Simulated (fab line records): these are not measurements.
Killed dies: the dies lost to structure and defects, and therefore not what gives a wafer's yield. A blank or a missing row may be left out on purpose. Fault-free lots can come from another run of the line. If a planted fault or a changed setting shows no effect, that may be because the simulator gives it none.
fab line records + flow nand-harc
[record]
- lots = 7
- wafers = 18
- last-day = 34
route steps=1302 shown A_SLIT@925 END@1302
lots that met no fault: taken from a fault-free run of the same line
start-h: hours from the record's opening day to when the first of the lot's shown wafers began + wait-h: hours since the lot's step before + " unchanged from the row above + L1.1+2: several wafers, shown together as one row + - no value present, or no start provided + * or withheld: withheld + < > ~ a bound
route shown NAME@n: a module of which the file shows steps, and the number in the route of the first + usual: mean/standard deviation of fault-free wafers + same: alike in all rows + chamber/n: place in a boat + sites: the reading at each site + _std_site: the values' standard deviation + _edge_site: outer sites' mean less inner sites' + radius-mm: for every site, how far away it sits from the centre of the wafer + mask NAME#n: copy n + behind: the tool/chamber that last shaped the wafer + hold: what put the lot on hold/how long, in hours/how the hold closed + device: names the non-switching transistor (n, p or np) + end of line: tests of these same wafers at the route's end + for a step that has no rows: nothing shown but its recipe + killed: not the wafer's yield, but the dies lost to structure and defects at the first sort + map: a wafer's dies, x killed, . not, _ none there
set.NAME: the setting that was run; set.NAME@STEP: the one run at that earlier step + model.NAME: the simulator's own value behind a step, which no gauge read
lots at selected steps of the route; one table per step, one row per wafer
services: the hour from which a tool's chamber was out of use, counted from the record's first day as start-h (under 0 if before that day), plus the number of hours and why
[[steps]]
[step NHARC_A_SLIT_DEHYDRATE_01]
[recipe]
- temp-c = 150
- time-s = 120
[step NHARC_A_SLIT_HMDS_02]
[recipe]
- time-s = 30
[step NHARC_A_SLIT_COAT_03]
[recipe]
- spin-rpm = 1500
- resist-thk-nm = 90
[step NHARC_A_SLIT_SOFTBAKE_04]
[recipe]
- temp-c = 105
- time-s = 55
[step NHARC_A_SLIT_EBR_05]
[step NHARC_A_SLIT_EXPOSE_06]
[recipe]
- na = 1.35
- dose-mj = 60.82
- mask-id = SLIT
[step NHARC_A_SLIT_PEB_07]
[recipe]
- peb-temp-c = 100
- peb-time-s = 65
[step NHARC_A_SLIT_DEVELOP_08]
[recipe]
- develop-time-s = 35
- dev-temp-c = 23
[step NHARC_A_SLIT_CD_MEAS_09]
[recipe]
- target-cd-nm = 300
- landing-energy-ev = 500
[usual]
- cd-nm = 300.0/0.56
| lot.wafer | tool      | chamber | start-h | wait-h | cd-nm |
|-----------|-----------|---------|---------|--------|-------|
| L414.1    | cd-sem-01 | 0       | 464.29  | -      | 299.3 |
| L414.3    | "         | 0       | "       | "      | 299.4 |
| L414.4    | "         | 0       | "       | "      | 299.4 |
| L416.2    | cd-sem-01 | 0       | 490.97  | -      | 299.8 |
| L416.4    | "         | 0       | "       | "      | 299.8 |
| L416.5    | "         | 0       | "       | "      | 300.3 |
| L422.2    | cd-sem-01 | 0       | 560.39  | -      | 300.5 |
| L422.4    | "         | 0       | "       | "      | 299.7 |
| L423.2    | cd-sem-02 | 0       | 585.21  | -      | 300.8 |
| L423.3    | "         | 0       | "       | "      | 300.8 |
| L426.2    | cd-sem-03 | 0       | 606.04  | -      | 300.1 |
| L426.6    | "         | 0       | "       | "      | 300.3 |
| L431.4    | cd-sem-03 | 0       | 639.21  | -      | 300.5 |
| L431.5    | "         | 0       | "       | "      | 300.5 |
| L431.6    | "         | 0       | "       | "      | 301.2 |
| L433.1    | cd-sem-01 | 0       | 692.15  | -      | 299.6 |
| L433.4    | "         | 0       | "       | "      | 300.3 |
| L433.5    | "         | 0       | "       | "      | 300.4 |
[step NHARC_A_SLIT_OVL_MEAS_10]
[usual]
- overlay-x-nm = -0.2/0.72
- overlay-y-nm = -0.1/0.87
| lot.wafer | tool       | chamber | start-h | wait-h | overlay-x-nm | overlay-y-nm |
|-----------|------------|---------|---------|--------|--------------|--------------|
| L414.1    | overlay-02 | -       | 464.38  | -      | 0.5          | -0.6         |
| L414.3    | "          | -       | "       | "      | 0.3          | -1.3         |
| L414.4    | "          | -       | "       | "      | 0.8          | -1.5         |
| L416.2    | overlay-01 | -       | 491.06  | -      | 0.5          | 0.8          |
| L416.4    | "          | -       | "       | "      | 0.3          | 0.3          |
| L416.5    | "          | -       | "       | "      | 0.3          | 1.1          |
| L422.2    | overlay-01 | -       | 560.47  | -      | 0.2          | 0.8          |
| L422.4    | "          | -       | "       | "      | -0.2         | 0.2          |
| L423.2    | overlay-02 | -       | 585.30  | -      | 0.5          | -0.8         |
| L423.3    | "          | -       | "       | "      | 0.8          | -0.4         |
| L426.2    | overlay-01 | -       | 606.12  | -      | -1.3         | 0.0          |
| L426.6    | "          | -       | "       | "      | -0.7         | 0.1          |
| L431.4    | overlay-01 | -       | 639.29  | -      | 0.2          | -0.6         |
| L431.5    | "          | -       | "       | "      | 0.6          | -0.4         |
| L431.6    | "          | -       | "       | "      | 0.2          | -0.4         |
| L433.1    | overlay-01 | -       | 692.23  | -      | 0.3          | 1.0          |
| L433.4    | "          | -       | "       | "      | 0.2          | 1.0          |
| L433.5    | "          | -       | "       | "      | -0.1         | 0.3          |
[step NHARC_A_SLIT_INSPECT_11]
[usual]
- raw-defect-count = 67/23
| lot.wafer | tool              | chamber | start-h | wait-h | raw-defect-count |
|-----------|-------------------|---------|---------|--------|------------------|
| L414.1    | defect-inspect-01 | -       | 464.42  | 0.0    | 87               |
| L414.3    | "                 | -       | "       | "      | 77               |
| L414.4    | "                 | -       | "       | "      | 62               |
| L416.2    | defect-inspect-01 | -       | 491.09  | 0.0    | 81               |
| L416.4    | "                 | -       | "       | "      | 68               |
| L416.5    | "                 | -       | "       | "      | 80               |
| L422.2    | defect-inspect-02 | -       | 560.51  | 0.0    | 11               |
| L422.4    | "                 | -       | "       | "      | 18               |
| L423.2    | defect-inspect-01 | -       | 585.33  | 0.0    | 47               |
| L423.3    | "                 | -       | "       | "      | 47               |
| L426.2    | defect-inspect-02 | -       | 606.16  | 0.0    | 47               |
| L426.6    | "                 | -       | "       | "      | 56               |
| L431.4    | defect-inspect-02 | -       | 639.32  | 0.0    | 75               |
| L431.5    | "                 | -       | "       | "      | 60               |
| L431.6    | "                 | -       | "       | "      | 73               |
| L433.1    | defect-inspect-01 | -       | 692.27  | 0.0    | 79               |
| L433.4    | "                 | -       | "       | "      | 87               |
| L433.5    | "                 | -       | "       | "      | 66               |
[step NHARC_A_SLIT_DESCUM_14]
[recipe]
- time-s = 3
- o2-flow-sccm = 200
- ar-flow-sccm = 0
- bias-power-w = 0
- chemistry = O2
[usual]
- drypump-motor-current-A = 5.6/0.41
- mfc-ar-sccm = 0.010/0.015
- oes-product-au = 1.005/0.011
- rf-vpp-V = 57.8/0.87
- showerhead-plenum-p-Torr = 1.91/0.081
- throttle-valve-pct = 11.311/0.01
| lot.wafer | tool        | chamber | start-h | wait-h | drypump-motor-current-A | mfc-ar-sccm | oes-product-au | rf-hours-counter-h | rf-vpp-V | showerhead-plenum-p-Torr | throttle-valve-pct |
|-----------|-------------|---------|---------|--------|-------------------------|-------------|----------------|--------------------|----------|--------------------------|--------------------|
| L414.1    | rie-diel-01 | 1       | 464.49  | 0.1    | 5.6                     | 0           | 1.003          | 5                  | 57.2     | 1.80                     | 11.302             |
| L414.4    | "           | 2       | "       | "      | 6.1                     | 0           | 1.004          | 3                  | 57.0     | 1.81                     | 11.305             |
| L414.3    | "           | 0       | "       | "      | 6.1                     | 0.003       | 0.992          | 6                  | 58.0     | 1.95                     | 11.296             |
| L416.4    | rie-diel-03 | 0       | 491.15  | 0.1    | 5.9                     | 0.015       | 1.008          | 0                  | 57.2     | 1.99                     | 11.307             |
| L416.2    | "           | 2       | "       | "      | 4.9                     | 0           | 1.019          | 0                  | 58.1     | 1.95                     | 11.318             |
| L416.5    | "           | 0       | "       | "      | 5.9                     | 0.015       | 1.004          | -                  | 58.9     | 1.99                     | 11.308             |
| L422.2    | rie-diel-03 | 0       | 560.58  | 0.1    | 5.9                     | 0.015       | 1.007          | 6                  | 57.5     | 1.99                     | 11.300             |
| L422.4    | "           | 2       | "       | "      | 5.0                     | 0           | 1.021          | 5                  | 58.5     | 1.94                     | 11.331             |
| L423.3    | rie-diel-03 | 2       | 585.39  | 0.1    | 4.9                     | 0           | 1.016          | 6                  | 57.8     | 1.94                     | 11.307             |
| L423.2    | "           | 0       | "       | "      | 5.9                     | 0.015       | 1.005          | 7                  | 57.3     | 1.99                     | 11.296             |
| L426.2    | rie-diel-03 | 1       | 606.22  | 0.1    | 5.7                     | 0.007       | 0.996          | 7                  | 56.9     | 2.03                     | 11.304             |
| L426.6    | "           | 1       | "       | "      | 5.7                     | 0.007       | 0.995          | -                  | 57.9     | 2.03                     | 11.305             |
| L431.4    | rie-diel-10 | 3       | 639.39  | 0.1    | 5.7                     | 0           | 1.031          | 2                  | 57.2     | 1.85                     | 11.319             |
| L431.5    | "           | 2       | "       | "      | 5.5                     | 0.040       | 1.001          | -                  | 56.2     | 1.89                     | 11.307             |
| L431.6    | "           | 3       | "       | "      | 5.7                     | 0           | 1.019          | -                  | 57.1     | 1.85                     | 11.336             |
| L433.4    | rie-diel-10 | 0       | 692.34  | 0.1    | 5.9                     | 0.005       | 1.001          | 6                  | 57.9     | 1.99                     | 11.309             |
| L433.1    | "           | 2       | "       | "      | 5.4                     | 0.040       | 1.002          | 8                  | 57.6     | 1.89                     | 11.331             |
| L433.5    | "           | 3       | "       | "      | 5.7                     | 0           | 1.007          | -                  | 56.8     | 1.85                     | 11.311             |
[step NHARC_A_SLIT_ETCH_24]
[recipe]
- target-depth-a = 1210
- time-s = 60.5
- cf4-flow-sccm = 100
- chf3-flow-sccm = 30
- ar-flow-sccm = 0
- rf-w = 500
- bias-w = 200
- chemistry = CF4/CHF3
[usual]
- drypump-motor-current-A = 5.6/0.41
- mfc-ar-sccm = 0.009/0.014
- oes-product-au = 0.964/0.016
- rf-vpp-V = 370.5/2.3
- run-length-s = 82.0/0.39
- showerhead-plenum-p-Torr = 1.57/0.064
- throttle-valve-pct = 16.803/0.0082
| lot.wafer | tool        | chamber | start-h | wait-h | drypump-motor-current-A | mfc-ar-sccm | oes-product-au | rf-hours-counter-h | rf-vpp-V | run-length-s | showerhead-plenum-p-Torr | throttle-valve-pct |
|-----------|-------------|---------|---------|--------|-------------------------|-------------|----------------|--------------------|----------|--------------|--------------------------|--------------------|
| L414.1    | rie-diel-01 | 1       | 464.58  | 0.1    | 5.6                     | 0           | 0.958          | 5                  | 366.8    | 81.6         | 1.48                     | 16.797             |
| L414.3    | "           | 2       | "       | "      | 6.1                     | 0           | 0.951          | 3                  | 368.3    | 82.0         | 1.49                     | 16.801             |
| L414.4    | "           | 0       | "       | "      | 6.1                     | 0.003       | 0.968          | 6                  | 372.9    | 82.0         | 1.60                     | 16.794             |
| L416.2    | rie-diel-03 | 3       | 491.24  | 0.1    | 5.7                     | 0.042       | 0.990          | 0                  | 370.3    | 82.4         | 1.56                     | 16.806             |
| L416.4    | "           | 1       | "       | "      | 5.7                     | 0.007       | 0.965          | 0                  | 372.7    | 81.4         | 1.67                     | 16.813             |
| L416.5    | "           | 0       | "       | "      | 5.9                     | 0.015       | 0.966          | -                  | 371.9    | 82.6         | 1.64                     | 16.791             |
| L422.2    | rie-diel-03 | 0       | 560.66  | 0.1    | 5.9                     | 0.015       | 0.976          | 6                  | 370.3    | 68.0         | 1.64                     | 16.811             |
| L422.4    | "           | 2       | "       | "      | 4.9                     | 0           | 0.987          | 5                  | 371.3    | 81.4         | 1.60                     | 16.807             |
| L423.3    | rie-diel-03 | 1       | 585.48  | 0.1    | 5.7                     | 0.007       | 0.974          | 7                  | 374.5    | 67.2         | 1.67                     | 16.794             |
| L423.2    | "           | 2       | "       | "      | 5.0                     | 0           | 0.978          | 6                  | 372.1    | 66.9         | 1.60                     | 16.808             |
| L426.2    | rie-diel-03 | 1       | 606.32  | 0.1    | 5.7                     | 0.007       | 0.961          | 7                  | 374.3    | 67.2         | 1.67                     | 16.808             |
| L426.6    | "           | 0       | "       | "      | 6.0                     | 0.015       | 0.977          | -                  | 371.3    | 82.0         | 1.63                     | 16.794             |
| L431.4    | rie-diel-10 | 1       | 639.51  | 0.1    | 5.8                     | 0.004       | 0.932          | 2                  | 368.9    | 81.7         | 1.50                     | 16.820             |
| L431.5    | "           | 0       | "       | "      | 5.9                     | 0.005       | 0.949          | -                  | 372.9    | 81.8         | 1.63                     | 16.796             |
| L431.6    | "           | 1       | "       | "      | 5.8                     | 0.004       | 0.949          | -                  | 367.9    | 82.5         | 1.50                     | 16.815             |
| L433.1    | rie-diel-10 | 1       | 692.43  | 0.1    | 5.8                     | 0.004       | 0.955          | 7                  | 368.6    | 81.8         | 1.50                     | 16.802             |
| L433.4    | "           | 2       | "       | "      | 5.5                     | 0.040       | 0.974          | 8                  | 369.9    | 82.5         | 1.55                     | 16.810             |
| L433.5    | "           | 0       | "       | "      | 5.9                     | 0.005       | 0.956          | -                  | 372.3    | 81.8         | 1.63                     | 16.811             |
[step NHARC_A_SLIT_ETCH_15]
[recipe]
- target-depth-a = 62000
- over-etch-frac = 0.3
- time-s = 1612
- ion-energy-ev = 150
- o2-flow-sccm = 400
- cos-flow-sccm = 20
- ar-flow-sccm = 0
- rf-w = 500
- bias-w = 300
- chemistry = O2/COS
[usual]
- drypump-motor-current-A = 5.6/0.4
- mfc-ar-sccm = 0.010/0.015
- oes-product-au = 1.005/0.0093
- rf-vpp-V = 314.0/1.9
- run-length-s = 1633.4/0.39
- showerhead-plenum-p-Torr = 3.12/0.12
- throttle-valve-pct = 28.329/0.0087
| lot.wafer | tool        | chamber | start-h | wait-h | drypump-motor-current-A | mfc-ar-sccm | oes-product-au | rf-hours-counter-h | rf-vpp-V | run-length-s | showerhead-plenum-p-Torr | throttle-valve-pct |
|-----------|-------------|---------|---------|--------|-------------------------|-------------|----------------|--------------------|----------|--------------|--------------------------|--------------------|
| L414.1    | rie-diel-01 | 2       | -       | -      | 6.1                     | 0           | 1.008          | 3                  | 313.7    | 1633.4       | 2.96                     | 28.318             |
| L414.3    | "           | 3       | "       | "      | 4.8                     | 0           | 1.013          | 7                  | 315.3    | 1634.2       | 3.26                     | 28.332             |
| L414.4    | "           | 0       | "       | "      | 6.1                     | 0.003       | 0.999          | 7                  | 313.3    | 1633.5       | 3.18                     | 28.338             |
| L416.4    | rie-diel-03 | 0       | -       | -      | 5.9                     | 0.015       | 1.009          | 1                  | 316.3    | 1634.1       | 3.25                     | 28.334             |
| L416.2    | "           | 1       | "       | "      | 5.7                     | 0.007       | 0.995          | 1                  | 317.5    | 1633.1       | 3.31                     | 28.326             |
| L416.5    | "           | 1       | "       | "      | 5.6                     | 0.007       | 0.993          | -                  | 316.3    | 1633.6       | 3.31                     | 28.330             |
| L422.4    | rie-diel-03 | 2       | -       | -      | 4.9                     | 0           | 1.000          | 5                  | 313.9    | 1632.8       | 3.17                     | 28.340             |
| L422.2    | "           | 1       | "       | "      | 5.7                     | 0.007       | 0.990          | 6                  | 316.3    | 1632.9       | 3.30                     | 28.330             |
| L423.2    | rie-diel-03 | 2       | -       | -      | 4.9                     | 0           | 1.013          | 7                  | 315.3    | 1632.8       | 3.17                     | 28.335             |
| L423.3    | "           | 1       | "       | "      | 5.7                     | 0.007       | 0.993          | 7                  | 316.4    | 1633.0       | 3.30                     | 28.323             |
| L426.2    | rie-diel-03 | 1       | -       | -      | 5.7                     | 0.007       | 0.996          | 8                  | 316.6    | 1633.1       | 3.30                     | 28.330             |
| L426.6    | "           | 3       | "       | "      | 5.7                     | 0.042       | 1.012          | -                  | 313.4    | 1633.8       | 3.09                     | 28.326             |
| L431.4    | rie-diel-10 | 2       | -       | -      | 5.5                     | 0.040       | 1.004          | 3                  | 314.1    | 1633.5       | 3.08                     | 28.334             |
| L431.5    | "           | 2       | "       | "      | 5.4                     | 0.040       | 1.003          | -                  | 313.8    | 1633.5       | 3.08                     | 28.340             |
| L431.6    | "           | 3       | "       | "      | 5.7                     | 0           | 1.013          | -                  | 311.3    | 1633.0       | 3.02                     | 28.336             |
| L433.1    | rie-diel-10 | 2       | -       | -      | 5.5                     | 0.040       | 1.005          | 9                  | 313.0    | 1633.5       | 3.08                     | 28.328             |
| L433.4    | "           | 3       | "       | "      | 5.7                     | 0           | 1.014          | 7                  | 314.3    | 1632.9       | 3.02                     | 28.326             |
| L433.5    | "           | 3       | "       | "      | 5.7                     | 0           | 1.000          | -                  | 311.7    | 1633.0       | 3.02                     | 28.343             |
[step NHARC_END_SORT_01]
[recipe]
- temp-c = 25
[usual]
- killed-at-array = 64/16
- killed-at-other = 1.0/1.1
- killed-at-periphery = 3.5/2.3
- killed-dies = 69/17
- killed-open = 3.2/1.6
- killed-short = 2.4/1.6
[same]
- gross-dies = 677
| lot.wafer | tool      | chamber | start-h | wait-h | killed-at-array | killed-at-other | killed-at-periphery | killed-dies | killed-open | killed-short |
|-----------|-----------|---------|---------|--------|-----------------|-----------------|---------------------|-------------|-------------|--------------|
| L422.2    | prober-01 | 0       | 675.18  | 2.8    | 666             | 0               | 2                   | 668         | 5           | 6            |
| L423.2    | prober-01 | 0       | 699.99  | 2.8    | 667             | 0               | 2                   | 669         | 3           | 3            |
| L423.3    | prober-01 | 0       | 700.80  | 3.1    | 650             | 0               | 3                   | 653         | 3           | 6            |
| L426.2    | prober-01 | 0       | 725.14  | 2.8    | 653             | 0               | 6                   | 659         | 3           | 3            |
| L426.6    | prober-01 | 0       | 728.38  | 4.0    | 55              | 0               | 1                   | 56          | 3           | 0            |
| L431.4    | prober-02 | 0       | 754.22  | 3.4    | 89              | 0               | 3                   | 92          | 4           | 1            |
| L431.5    | prober-02 | 0       | 755.02  | 3.7    | 75              | 3               | 4                   | 82          | 1           | 6            |
| L431.6    | prober-02 | 0       | 755.81  | 4.0    | 87              | 1               | 4                   | 92          | 7           | 0            |
// killed by level:class
L422.2 A_SLIT:area-etch=615 A_SLIT:chamber-film-flake=25 A_CHANNEL_HOLE_D1:chamber-film-flake=7 A_SOURCE_PLATE:geometric-particle:short=3 A_ONON_D2:geometric-particle:open=3 A_CONTACT:chamber-film-flake=3 A_CHANNEL_FILL_D2:chamber-film-flake=2 A_CHANNEL_HOLE_D1:geometric-particle:short=1
L423.2 A_SLIT:area-etch=617 A_CHANNEL_HOLE_D2:chamber-film-flake=24 A_CHANNEL_HOLE_D1:chamber-film-flake=9 A_CONTACT:chamber-film-flake=5 A_CHANNEL_FILL_D1:chamber-film-flake=2 A_DECK1_JOINT:chamber-film-flake=2 A_SLIT:chamber-film-flake=2 P_M0:geometric-particle:open=1
L423.3 A_SLIT:area-etch=591 A_CHANNEL_HOLE_D2:chamber-film-flake=25 A_CHANNEL_HOLE_D1:chamber-film-flake=12 A_CONTACT:chamber-film-flake=10 A_DECK1_JOINT:geometric-particle:short=3 A_STAIRCASE:chamber-film-flake=2 P_GATE:geometric-particle:short=1 P_M0:geometric-particle:open=1
L426.2 A_SLIT:area-etch=606 A_CHANNEL_HOLE_D2:chamber-film-flake=16 A_CHANNEL_HOLE_D1:chamber-film-flake=10 A_CONTACT:chamber-film-flake=7 A_SLIT:chamber-film-flake=4 P_GATE:chamber-film-flake=3 A_CHANNEL_FILL_D2:chamber-film-flake=2 A_CHANNEL_FILL_D1:chamber-film-flake=2
L426.6 A_CHANNEL_HOLE_D2:chamber-film-flake=21 A_SLIT:chamber-film-flake=8 A_CHANNEL_HOLE_D1:chamber-film-flake=7 A_STAIRCASE:chamber-film-flake=6 A_CHANNEL_FILL_D1:chamber-film-flake=3 A_CONTACT:chamber-film-flake=3 A_CHANNEL_FILL_D2:chamber-film-flake=2 A_BONDPAD:chamber-film-flake=2
L431.4 A_SLIT:chamber-film-flake=38 A_CHANNEL_HOLE_D1:chamber-film-flake=32 A_ZERO_WELL:chamber-film-flake=4 A_CHANNEL_FILL_D1:chamber-film-flake=4 A_STAIRCASE:chamber-film-flake=3 A_ONON_D1:geometric-particle:open=2 A_M1:chamber-film-flake=2 P_M0:geometric-particle:open=1
L431.5 A_CHANNEL_HOLE_D1:chamber-film-flake=34 A_SLIT:chamber-film-flake=31 A_ZERO_WELL:chamber-film-flake=5 P_GATE:geometric-particle:short=2 A_ONON_D2:geometric-particle:short=2 STARTING-WAFER:geometric-particle:short=2 P_CONTACT:geometric-particle:open=1 P_GATE:chamber-film-flake=1
L431.6 A_SLIT:chamber-film-flake=40 A_CHANNEL_HOLE_D1:chamber-film-flake=35 A_STAIRCASE:chamber-film-flake=3 P_GATE:geometric-particle:open=2 P_CONTACT:geometric-particle:open=1 A_DECK1_JOINT:geometric-particle:open=1 A_CHANNEL_FILL_D2:geometric-particle:open=1 A_SGD_CUT:geometric-particle:open=1
// map L422.2 (x killed, . not)
____________x____________
_________xx.xxxx_________
_______xxxxxxxxxxx_______
______xxxxxxxxxxxxx______
_____xxxxxxxxxxxx.xx_____
____xxxxxxxxxxxxxxxxx____
____xxxxxxxxxxxxxxxxx____
___xxxxxxxxxxxxxxxxxxx___
___xxxxxxxxxxxxxxxxxxx___
__..xxxxxxxxxxxxxxxxxxx__
__xxxxxxxxxxxxxxxxxxxxx__
_xxxxxxxxxxxxxxxxxxxxxxx_
_xxxxxxxxxxxxxxxx.xxxxxx_
_xxxxxxxxxxxxxxxxxxxxxxx_
_xxxxxxxxxxxxxxxxxxxxxxx_
_xxxxxxxxxxxxxxxxxxxxxxx_
xxxxxxxxxxxxxxxxxxxxxxxxx
xxxxxxxxxxxxxxxxxxxxxxxxx
xxxxxxxxxxxxxxxxxxxxxxxxx
x.xxxxxxxxxxxxxxxxxxxxxxx
xxxxxxxxxxxxxxxxxxxxxxxxx
_xxxxxxxxxxxxxxxxxxxxxxx_
_xxxxxxxxxxxxxxxxxxxxxxx_
_xxxxxxxxxxxxxxxxxxxxxxx_
_xx.xxxxxxxxxxxxxxxxxxxx_
_xxxxxxxxxxxxxxxxxxxxxxx_
__xxxxxxxxxxxxxxxxxxxxx__
__xxxxxxxxxxxxxxxxxxxxx__
___xxxxxxxxxxxxxxxxxxx___
___xxxxxxxxxxxxxxxxxxx___
____xxxxxxxxxxxxxxxxx____
____xxxxxxxxxxxxxxxxx____
_____xxxxxxxxxxxxxxx_____
______.xxxxxxxxxxxx______
_______xxxxxxxxxxx_______
_________x.xxxxx_________
____________x____________
// map L423.2 (x killed, . not)
____________x____________
_________xxxxxxx_________
_______xxxxxxxxxxx_______
______xxxxxxxxxxxxx______
_____xxxxxxxxxxxxxxx_____
____xxxx.xxxxxxxxxxxx____
____xxxxxxxxxxxxxxxxx____
___xxxxxxxxxxxxxxxxxxx___
___xxxxxxxxxx.xxxxxxxx___
__xxxxxxxxxxxxxxx.xxxxx__
__xxxxxxxxxxxxxxxxxxxxx__
_xxxxxxxxxxxxxxx.xxxxx.x_
_xxxxxxxxxxxxxxxxxxxxxxx_
_xxxxxxxxxxxxxxxxxxxxxxx_
_xxxxxxxxxxxxxxxxxxxxxxx_
_xxxxxxxxxxxxxxxxxxxxx.x_
xxxxxxxxxxxxxxxxxxxxxxxxx
xxxxxxxxxxxxxxxxxxxxxxxxx
xxxxxxxxxxxxxxxxxxxxxxxxx
xxxxxxxxxxxxxxxxxxxxxxxxx
xxxxxxx.xxxxxxxxxxxxxxxxx
_xxxxxxxxxxxxxxxxxxxxxxx_
_x.xxxxxxxxxxxxxxxxxxxxx_
_xxxxxxxxxxxxxxxxxxxxxxx_
_xxxxxxxxxxxxxxxxxxxxxxx_
_xxxxxxxxxxxxxxxxxxxxxxx_
__xxxxxxxxxxxxxxxxxxxxx__
__xxxxxxxxxxxxxxxxxxxxx__
___xxxxxxxxxxxxxxxxxxx___
___xxxxxxxxxxxxxxxxxxx___
____xxxxxxxxxxxxxxxxx____
____xxxxxxxxxxxxxxxxx____
_____xxxxxxxxxxxxxxx_____
______xxxxxxxxxxxxx______
_______xxxxxxxxxxx_______
_________xxxxxxx_________
____________x____________
[[services]]
| tool        | chamber | start-h | hours | kind       |
|-------------|---------|---------|-------|------------|
| rie-diel-10 | 1       | 445.25  | 3.9   | repair     |
| rie-diel-03 | 1       | 445.42  | 4.8   | repair     |
| rie-diel-03 | -       | 458.45  | 9.0   | pm         |
| rie-diel-03 | 0       | 458.45  | 9.0   | vent-cycle |
| rie-diel-03 | 1       | 458.45  | 9.0   | vent-cycle |
| rie-diel-03 | 2       | 458.45  | 9.0   | vent-cycle |
| rie-diel-03 | 3       | 458.45  | 9.0   | vent-cycle |
| rie-diel-10 | -       | 460.75  | 5.4   | repair     |
| rie-diel-03 | 0       | 467.45  | -     | clean      |
| rie-diel-01 | 3       | 475.20  | 7.0   | repair     |
| rie-diel-03 | 0       | 493.57  | 3.7   | repair     |
| rie-diel-10 | 1       | 499.88  | 3.1   | repair     |
| rie-diel-10 | -       | 528.98  | 1.6   | repair     |
| rie-diel-10 | 1       | 532.25  | 5.3   | repair     |
| rie-diel-01 | 1       | 555.68  | 2.0   | repair     |
| rie-diel-10 | 1       | 557.30  | 13.3  | repair     |
| rie-diel-01 | -       | 557.80  | 9.0   | pm         |
| rie-diel-10 | 3       | 564.30  | 2.0   | repair     |
| rie-diel-01 | 0       | 583.54  | 59.1  | repair     |
| rie-diel-10 | -       | 596.54  | 9.0   | pm         |
| rie-diel-01 | 2       | 607.97  | 29.9  | repair     |
| rie-diel-03 | -       | 635.45  | 9.0   | pm         |
| rie-diel-01 | 1       | 638.84  | 8.6   | repair     |
| rie-diel-03 | 2       | 663.42  | 14.7  | repair     |
[[key]]
[first-sign]
- step = NHARC_A_SLIT_ETCH_24
- reading = run-length-s
- direction = down
- sigmas = 37
- usual = *
- struck = *
[effect]
- step = NHARC_END_SORT_01
- reading = killed-at-array
- direction = up
- sigmas = 36
- usual = 64
- struck = 659
[more-kills-born-at]
- NHARC_A_SLIT_ETCH_24@rie-diel-03 = 2429
met-at NHARC_A_SLIT_ETCH_24
struck-wafers L422.2,L423.2,L423.3,L426.2
later-rows-left-out L422.2,L423.2,L423.3,L426.2
tester-left-out L422,L423,L426
onset-between 491.24 560.66
[fault]
- kind = process-parameter-drift
- tool = rie-diel-03
- chamber = -
- onset-h = 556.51
- steps = NHARC_A_SLIT_ETCH_24
- channel = time-s
- offset = *
- shape = step
- end-h = 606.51
- scope = struck-wafers-only
- acts-in = *
- stated = *
// tester-left-out: of these lots the tester's yield and bins aren't shown, on N5 and GAA mostly nor the transistor test; their killed dies are dies lost to structure and defects alone, not to doping, threshold or leakage, so they don't give the yield
// later-rows-left-out: the simulator's readings of these wafers behind a module that went badly wrong aren't trusted and aren't shown, but for the sort
